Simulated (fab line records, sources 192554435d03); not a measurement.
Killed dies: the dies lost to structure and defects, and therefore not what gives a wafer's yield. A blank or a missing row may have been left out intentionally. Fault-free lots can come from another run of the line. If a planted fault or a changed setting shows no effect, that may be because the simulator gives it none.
Which tool was responsible? | flow n5_finfet | 7 lots with 21 wafers sampled at 8 steps, on a route of 1938 steps

== WHAT THE GAUGES SHOWED, per wafer ==
N5_BEOL_M11_CD_MEAS_18: pitch 140 nm, target cd 70 nm.
lot  | measured     | on        | cd_nm (nm)
L752 | day 13 14:31 | cd_sem-01 | 69.1 69.4 69.2
L754 | day 14 03:37 | cd_sem-03 | 70.5 70.5 70.0
L769 | day 19 01:20 | cd_sem-03 | 70.1 69.5 69.6
L766 | day 19 14:53 | cd_sem-03 | 69.8 70.3 70.2
L763 | day 20 00:55 | cd_sem-03 | 69.2 70.1 69.4
L756 | day 20 11:21 | cd_sem-02 | 69.7 70.2 70.0
L770 | day 20 11:37 | cd_sem-02 | 69.7 70.1 69.4

N5_BEOL_M11_OCD_MEAS_38.
lot  | measured     | on     | trench_depth_nm (nm)
L752 | day 13 15:35 | ocd-01 | 147.2 149.8 146.7
L754 | day 14 06:17 | ocd-01 | 147.6 149.6 149.3
L769 | day 19 02:20 | ocd-02 | 146.9 145.7 150.3
L766 | day 19 19:56 | ocd-01 | 146.5 150.0 149.0
L763 | day 20 06:04 | ocd-02 | 147.4 150.0 148.3
L756 | day 20 13:37 | ocd-01 | 124.2 124.4 125.1
L770 | day 20 13:08 | ocd-02 | 148.2 147.0 147.2

N5_BEOL_M11_CD_MEAS_35: the cd target is 70 nm.
lot  | measured     | on        | cd_nm (nm)
L752 | day 13 15:44 | cd_sem-01 | 68.7 69.6 69.3
L754 | day 14 06:26 | cd_sem-01 | 70.3 70.3 70.2
L769 | day 19 02:29 | cd_sem-03 | 70.1 69.7 70.2
L766 | day 19 20:05 | cd_sem-02 | 70.0 70.2 69.7
L763 | day 20 06:16 | cd_sem-02 | 69.3 70.2 69.4
L756 | day 20 13:46 | cd_sem-01 | 69.9 70.5 69.7
L770 | day 20 13:17 | cd_sem-03 | 69.6 69.9 69.1

N5_BEOL_M11_THK_MEAS_53: measures by xrf.
lot  | measured     | on            | M11_THK (nm)
L752 | day 13 19:04 | film_metro-01 | 136.7 138.7 137.0
L754 | day 14 10:00 | film_metro-01 | 135.4 138.8 137.5
L769 | day 19 06:32 | film_metro-01 | 134.0 134.4 138.1
L766 | day 19 23:25 | film_metro-01 | 137.1 139.1 139.4
L763 | day 20 09:04 | film_metro-02 | 136.0 141.4 136.6
L756 | day 20 16:54 | film_metro-02 | 116.0 116.3 116.4
L770 | day 20 15:28 | film_metro-01 | 136.3 134.7 135.4

N5_BEOL_M11_RS_MEAS_57: a four-point-probe measurement.
lot  | measured     | on            | M11_RS (ohm/sq)
L752 | day 13 19:12 | film_metro-01 | 0.1537 0.1507 0.1536
L754 | day 14 10:07 | film_metro-01 | 0.1528 0.1492 0.1512
L769 | day 19 06:41 | film_metro-02 | 0.1561 0.1561 0.1504
L766 | day 19 23:34 | film_metro-01 | 0.1528 0.1494 0.1487
L763 | day 20 09:13 | film_metro-02 | 0.1538 0.1482 0.1525
L756 | day 20 17:03 | film_metro-02 | 0.1850 0.1845 0.1840
L770 | day 20 15:37 | film_metro-01 | 0.1506 0.1531 0.1524

N5_BEOL_M15_RC_MEAS_101.
lot  | measured     | on        | COMB_M10 (S/m)          | COMB_M12 (S/m)           | COMB_M13 (S/m)          | COMB_M14 (S/m)          | COMB_M15 (S/m)          | COMB_M5 (S/m)           | COMB_M6 (S/m)           | COMB_M7 (S/m)           | COMB_M8 (S/m)           | COMB_M9 (S/m)              | SERP_M10 (ohm/um) | SERP_M11 (ohm/um) | SERP_M11_max_site (ohm/um) | SERP_M12 (ohm/um) | SERP_M13 (ohm/um) | SERP_M14 (ohm/um) | SERP_M5 (ohm/um) | SERP_M6 (ohm/um) | SERP_M7 (ohm/um) | SERP_M8 (ohm/um) | SERP_M9 (ohm/um)
L752 | day 14 13:22 | prober-02 | 1.3e-11 1.7e-11 1.7e-11 | 8.6e-12 6.6e-12 7.4e-12  | 5.9e-12 5.5e-12 4e-12   | 4e-12 3.1e-12 4.4e-12   | 4.3e-12 3.4e-12 3.3e-12 | 3.3e-11 3.9e-11 3.5e-11 | 2.5e-11 1.9e-11 2e-11   | 2.7e-11 2.4e-11 2.4e-11 | 2.9e-11 2.6e-11 3.3e-11 | 1.33e-11 1.61e-11 1.48e-11 | 3.14 3.04 3.03    | 3.20 3.13 3.16    | 3.27 3.16 3.30             | 0.631 0.620 0.650 | 0.306 0.310 0.301 | 0.159 0.163 0.161 | 38.4 40.3 39.5   | 13.3 14.2 13.5   | 13.8 13.9 13.4   | 14.3 14.5 13.2   | 3.06 2.97 3.10
L754 | day 15 08:18 | prober-02 | 1.2e-11 1.7e-11 1.1e-11 | 6e-12 6.1e-12 5.2e-12    | 5e-12 5.4e-12 4.8e-12   | 5.2e-12 3.7e-12 3.7e-12 | 2.9e-12 3.8e-12 3e-12   | 4e-11 3.7e-11 4.7e-11   | 1.9e-11 1.8e-11 2e-11   | 2.1e-11 2.6e-11 3.4e-11 | 2.7e-11 2.9e-11 2.5e-11 | 1.85e-11 1.97e-11 1.42e-11 | 3.13 3.13 3.18    | 3.07 3.01 3.03    | 3.14 3.11 3.15             | 0.628 0.644 0.638 | 0.307 0.307 0.305 | 0.152 0.155 0.160 | 36.8 36.6 39.6   | 14.4 13.8 14.1   | 14.5 13.9 14.1   | 14.1 14.5 14.2   | 3.13 3.07 3.08
L769 | day 20 07:17 | prober-01 | 1.5e-11 1.7e-11 1.8e-11 | 8.3e-12 7e-12 9.8e-12    | 5e-12 5.7e-12 4.2e-12   | 5.9e-12 4.8e-12 4.4e-12 | 3.7e-12 3.8e-12 3.5e-12 | 3.1e-11 4.8e-11 3.2e-11 | 2.6e-11 2.8e-11 3.5e-11 | 2.5e-11 2.2e-11 2.5e-11 | 2.3e-11 3.1e-11 2.8e-11 | 1.76e-11 1.93e-11 1.76e-11 | 3.24 3.10 3.20    | 3.16 3.20 3.05    | 3.29 3.26 3.14             | 0.650 0.647 0.641 | 0.306 0.297 0.299 | 0.158 0.160 0.164 | 38.4 37.5 37.2   | 13.8 13.7 15.3   | 13.9 13.5 13.4   | 13.3 14.7 13.1   | 3.11 3.07 3.11
L766 | day 20 23:03 | prober-01 | 1.9e-11 1.9e-11 1.4e-11 | 6.1e-12 7e-12 8.4e-12    | 4.8e-12 5.3e-12 5.7e-12 | 4.5e-12 4.6e-12 4.7e-12 | 3.5e-12 3.1e-12 3.5e-12 | 3.1e-11 4e-11 4.6e-11   | 2.2e-11 2.9e-11 3.3e-11 | 1.7e-11 2.7e-11 2.3e-11 | 3.1e-11 2.2e-11 2.6e-11 | 1.29e-11 1.21e-11 1.32e-11 | 3.04 3.14 3.09    | 3.10 3.00 2.98    | 3.13 3.07 3.15             | 0.645 0.631 0.642 | 0.312 0.310 0.307 | 0.158 0.158 0.162 | 37.0 38.1 38.7   | 13.4 13.5 13.4   | 13.8 14.1 13.7   | 13.5 12.9 13.1   | 3.02 3.06 3.10
L763 | day 21 10:59 | prober-02 | 1.5e-11 1.4e-11 1.3e-11 | 7.4e-12 6.8e-12 7.7e-12  | 6.4e-12 5.2e-12 5e-12   | 4.1e-12 4.5e-12 4e-12   | 3.1e-12 3.3e-12 4.8e-12 | 4.1e-11 3.1e-11 3.8e-11 | 3e-11 2.7e-11 2.7e-11   | 2.6e-11 2.1e-11 1.8e-11 | 2.7e-11 3.5e-11 3.3e-11 | 1.62e-11 1.4e-11 1.99e-11  | 3.08 3.07 3.20    | 3.15 2.97 3.22    | 3.20 3.08 3.29             | 0.611 0.609 0.608 | 0.313 0.311 0.307 | 0.160 0.165 0.163 | 39.0 38.9 39.1   | 14.6 14.2 13.5   | 14.6 13.8 14.5   | 14.1 13.9 14.6   | 3.09 3.18 3.11
L756 | day 21 20:07 | prober-01 | 1.5e-11 1.9e-11 1.1e-11 | 6.9e-12 1.03e-11 7.8e-12 | 4.4e-12 5.3e-12 8e-12   | 3.4e-12 3.1e-12 3.9e-12 | 3e-12 2.2e-12 2.7e-12   | 3.6e-11 3.5e-11 3.3e-11 | 3.5e-11 2.7e-11 2.8e-11 | 2.5e-11 2.5e-11 1.8e-11 | 2.1e-11 2.7e-11 2.3e-11 | 1.57e-11 1.4e-11 1.6e-11   | 3.09 3.12 3.07    | 3.75 3.69 3.73    | 3.84 3.73 3.80             | 0.628 0.615 0.625 | 0.304 0.308 0.306 | 0.158 0.157 0.159 | 37.9 39.6 38.7   | 13.3 13.7 13.9   | 14.6 13.5 14.3   | 13.8 13.0 13.7   | 3.10 3.09 3.04
L770 | day 21 17:56 | prober-02 | 1.5e-11 1.4e-11 1.7e-11 | 5.7e-12 6.8e-12 5.4e-12  | 5.1e-12 7.4e-12 7.6e-12 | 4.8e-12 4.6e-12 6.6e-12 | 3.5e-12 3.2e-12 2.9e-12 | 4e-11 3e-11 3.4e-11     | 3.2e-11 2.5e-11 2.4e-11 | 2.3e-11 3.2e-11 2e-11   | 3e-11 2.9e-11 2.9e-11   | 1.35e-11 1.53e-11 1.08e-11 | 3.01 3.05 3.06    | 3.08 3.12 3.14    | 3.16 3.20 3.24             | 0.608 0.625 0.638 | 0.307 0.320 0.313 | 0.165 0.162 0.161 | 38.7 37.0 39.5   | 13.5 14.1 14.0   | 14.2 14.3 13.9   | 14.3 13.8 13.9   | 3.12 2.97 3.21

== EACH LOT AND THE TOOL THAT RAN IT (in order: tool; ch and the chambers of the sampled wafers; start) ==
lot  | N5_BEOL_M11_VIA_ETCH_34            | N5_BEOL_M11_TRENCH_ETCH_37
L752 | rie_diel-03 ch 0,2,3, day 13 15:19 | rie_diel-03 ch 0,2,3, day 13 15:25
L754 | rie_diel-03 ch 0,2,3, day 14 06:00 | rie_diel-03 ch 0,2,3, day 14 06:06
L769 | rie_diel-01 ch 1,2,3, day 19 02:02 | rie_diel-01 ch 1,2,3, day 19 02:09
L766 | rie_diel-01 ch 0,2, day 19 19:40   | rie_diel-01 ch 0,2, day 19 19:46
L763 | rie_diel-06 ch 0,1,2, day 20 05:47 | rie_diel-06 ch 0,1,2, day 20 05:53
L756 | rie_diel-03 ch 0,2, day 20 13:20   | rie_diel-03 ch 0,2, day 20 13:26
L770 | rie_diel-01 ch 1,2, day 20 12:51   | rie_diel-01 ch 1,2, day 20 12:57
- N5_BEOL_M11_VIA_ETCH_34: etches SiCOH lowk in C4F6/O2, target depth 184.5 nm, time 69.2 s.
- N5_BEOL_M11_TRENCH_ETCH_37: etches SiCOH lowk in C4F6/O2, target depth 148.83 nm, time 48 s.

== WHAT THE TOOLS THEMSELVES READ (means of the sampled wafers that have a number; where no wafer has one, the mark that the record gives instead) ==
N5_BEOL_M11_VIA_ETCH_34.
lot  | tool        | drypump_motor_current_A (A) | oes_product_au (a.u.) | rf_vpp_V (V) | showerhead_plenum_p_Torr (Torr) | throttle_valve_pct (%)
L752 | rie_diel-03 | 6.0                         | 0.80                  | 662          | 2.80                            | 20.92
L754 | rie_diel-03 | 6.0                         | 0.79                  | 661          | 2.80                            | 20.93
L769 | rie_diel-01 | 5.8                         | 0.81                  | 665          | 2.91                            | 20.96
L766 | rie_diel-01 | 5.5                         | 0.79                  | 662          | 2.80                            | 21.08
L763 | rie_diel-06 | 6.1                         | 0.76                  | 660          | 2.85                            | 20.98
L756 | rie_diel-03 | 6.0                         | 0.77                  | 666          | 2.79                            | 21.13
L770 | rie_diel-01 | 5.7                         | 0.78                  | 670          | 2.89                            | 21.12

N5_BEOL_M11_TRENCH_ETCH_37.
lot  | tool        | drypump_motor_current_A (A) | oes_product_au (a.u.) | rf_vpp_V (V) | showerhead_plenum_p_Torr (Torr) | throttle_valve_pct (%)
L752 | rie_diel-03 | 6.0                         | 0.80                  | 662          | 2.80                            | 20.94
L754 | rie_diel-03 | 6.0                         | 0.80                  | 661          | 2.80                            | 20.96
L769 | rie_diel-01 | 5.8                         | 0.81                  | 664          | 2.91                            | 20.99
L766 | rie_diel-01 | 5.5                         | 0.79                  | 662          | 2.80                            | 21.10
L763 | rie_diel-06 | 6.1                         | 0.77                  | 660          | 2.85                            | 21.00
L756 | rie_diel-03 | 6.0                         | 0.70                  | 666          | 2.79                            | 21.12
L770 | rie_diel-01 | 5.7                         | 0.78                  | 669          | 2.89                            | 21.14

== THE ANSWER, worked out from the rows above alone ==
Rule: the lots themselves supply what counts as usual. The widest of any qualifying gaps counts: lots, ordered by their means at a reading, are off when they make up no more than a third of the lots, leave a main group of 4 or more, and stand apart from it by 3 or more times the standard deviation of that group's means. Not used: any main group whose means are identical at the precision the tables above print for the reading. Also off: a lot with no number at a reading for which 4 or more lots have one. The other lots that the step has rows for count as sound. First the gauges in route order, then the tools' own readings, where a lot's mean is used as printed above. The first step at which some lot is off is used, and at that step the reading that is off furthest; a lot without a number counts as furthest.
Off: L756 (N5_BEOL_M11_OCD_MEAS_38, trench_depth_nm). Main group: mean 148.2 nm, sd 0.51.
If a tool, at a process step before that reading, ran all the lots that are off and no sound lot after the first of them, it fits. Not tried: the gauges at N5_BEOL_M11_OCD_MEAS_38; whatever is off there is also off at N5_BEOL_M11_THK_MEAS_53, on other tools, and gauge error can't account for it. One candidate fits, namely rie_diel-03 at N5_BEOL_M11_VIA_ETCH_34 and N5_BEOL_M11_TRENCH_ETCH_37. At N5_BEOL_M11_VIA_ETCH_34 its last sound lot is L754 (day 14 06:00), its first lot that is off L756 (day 20 13:20): a fault that began between those two fits.

== WHAT THE SIMULATOR HAD INSERTED ==
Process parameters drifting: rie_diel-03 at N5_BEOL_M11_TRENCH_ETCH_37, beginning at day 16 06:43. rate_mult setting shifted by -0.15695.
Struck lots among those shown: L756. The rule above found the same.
